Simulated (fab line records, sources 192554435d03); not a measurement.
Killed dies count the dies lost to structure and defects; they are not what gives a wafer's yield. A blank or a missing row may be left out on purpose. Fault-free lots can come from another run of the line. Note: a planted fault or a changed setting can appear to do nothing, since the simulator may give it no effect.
8D (eight disciplines) problem report, filled in by code / flow n5-finfet / the parts of the form that need people (team, actions taken, sign-off) are left out

== 1. THE ISSUE ==
At N5_BEOL_M11_ETCH_41, run-length-s averages 98.9 s over 4 wafers from 2 lots, while fault-free wafers read 109.4 s, standard deviation 0.38. That is -28 standard deviations from the usual mean.
The step: etches SiCN in CH3F/O2, target depth 42.6 nm, time 86 s.
First observed at day 14 02:44: wafer L136.3, on rie-diel-04. The record holds 18 wafers of 6 lots with a number at this step. Rule for "out", or "out of limits": more than 4 standard deviations from the usual mean. All remaining wafers that have a number are taken as sound.

== 2. WHAT IT IS AND WHAT IT IS NOT ==
question=which readings at this step | is=run-length-s | is not=drypump-motor-current-A, oes-product-au, rf-vpp-V, showerhead-plenum-p-Torr, throttle-valve-pct
question=which lots | is=L134, L136 | is not=L128, L132, L138, L147
question=which wafers of those lots | is=L134.3, L134.5, L136.3, L136.5 | is not=L134.1, L136.2
question=read on which tools | is=rie-diel-04 | is not=rie-diel-02, rie-diel-03
question=when | is=from day 14 02:44 | is not=up to then (7 sound wafers); but 7 sound wafers of L134, L138, L147 came after

== 3. WHAT RULES OUT EACH SUSPECT ==
Counting: any tool at a process step up to the reading remains a suspect provided it ran every lot that is out. Sound lots after the first of them don't rule it out here, since some wafers of a struck lot are sound.
- rie-diel-04 at N5_BEOL_M11_DESCUM_33 (chemistry O2, time 7.9 s): kept. Ran every lot that is out, first one L136 (day 14 02:22); last sound lot up to then L132 (day 12 17:44).
- rie-diel-04 at N5_BEOL_M11_ETCH_65 (etches SiARC in CF4, target depth 39 nm, time 65 s): kept. Ran every lot that is out, first one L136 (day 14 02:25); last sound lot up to then L132 (day 12 17:46).
- rie-diel-04 at N5_BEOL_M11_ETCH_66 (etches SOC in N2/H2, target depth 120 nm, overetch 24 nm, time 180 s): kept. Ran every lot that is out, first one L136 (day 14 02:28); last sound lot up to then L132 (day 12 17:49).
- rie-diel-04 at N5_BEOL_M11_STRIP_36 (strips in N2/H2): kept. Ran every lot that is out, first one L136 (day 14 02:39); last sound lot up to then L132 (day 12 18:00).
- rie-diel-04 at N5_BEOL_M11_ETCH_41 (etches SiCN in CH3F/O2, target depth 42.6 nm, time 86 s): kept. Ran every lot that is out, first one L136 (day 14 02:44); last sound lot up to then L132 (day 12 18:05). Out on those wafers are its own readings of run-length-s.
- Within rie-diel-04 at N5_BEOL_M11_DESCUM_33: the wafers that are out ran in chambers 2, 3; their sound lot-mates ran in chambers 0, 1.
- Within rie-diel-04 at N5_BEOL_M11_ETCH_65: the wafers that are out ran in chambers 2, 3; their sound lot-mates ran in chambers 0, 1.
- Within rie-diel-04 at N5_BEOL_M11_ETCH_66: the wafers that are out ran in chambers 2, 3; their sound lot-mates ran in chambers 0, 1.
- Within rie-diel-04 at N5_BEOL_M11_STRIP_36: the wafers that are out ran in chambers 2, 3; their sound lot-mates ran in chambers 0, 1.
- Within rie-diel-04 at N5_BEOL_M11_ETCH_41: the wafers that are out ran in chambers 2, 3; their sound lot-mates ran in chambers 0, 1.
Left after counting: rie-diel-04 at N5_BEOL_M11_DESCUM_33, rie-diel-04 at N5_BEOL_M11_ETCH_65, rie-diel-04 at N5_BEOL_M11_ETCH_66, rie-diel-04 at N5_BEOL_M11_STRIP_36, rie-diel-04 at N5_BEOL_M11_ETCH_41.

== 4. THE CAUSE (what the simulator had put in) ==
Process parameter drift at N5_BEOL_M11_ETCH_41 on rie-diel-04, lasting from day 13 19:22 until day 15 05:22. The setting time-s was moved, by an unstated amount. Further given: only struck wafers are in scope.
Counting left 5 suspects, and this tool is among them.

== 5. THE EFFECT CHAIN, in route order ==
Each row: a reading whose mean over the struck wafers that have a number lies more than 3 standard deviations from the usual. Readings are gone through only where the record gives a usual standard deviation; hours: the median, over the lots, of the time from a lot's start at the first step in this table giving one to that lot's start at this step; sigmas: the change measured in usual standard deviations.
hours=0; step=N5_BEOL_M11_ETCH_41; reading=run-length-s; usual=109.4 s; on struck wafers=98.9; change=-10.5; sigmas=-28
Here are the process steps it includes:
- N5_BEOL_M11_ETCH_41: etches SiCN in CH3F/O2, target depth 42.6 nm, time 86 s.
Readings that are blank on the struck wafers while sound wafers have them: rf-fwd-power-W at N5_BEOL_M11_ETCH_41.

== 6. WHAT WOULD HAVE CAUGHT IT SOONER ==
The fault began at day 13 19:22; the first out-of-limits reading in this record came at day 14 02:44, 7 hours later.
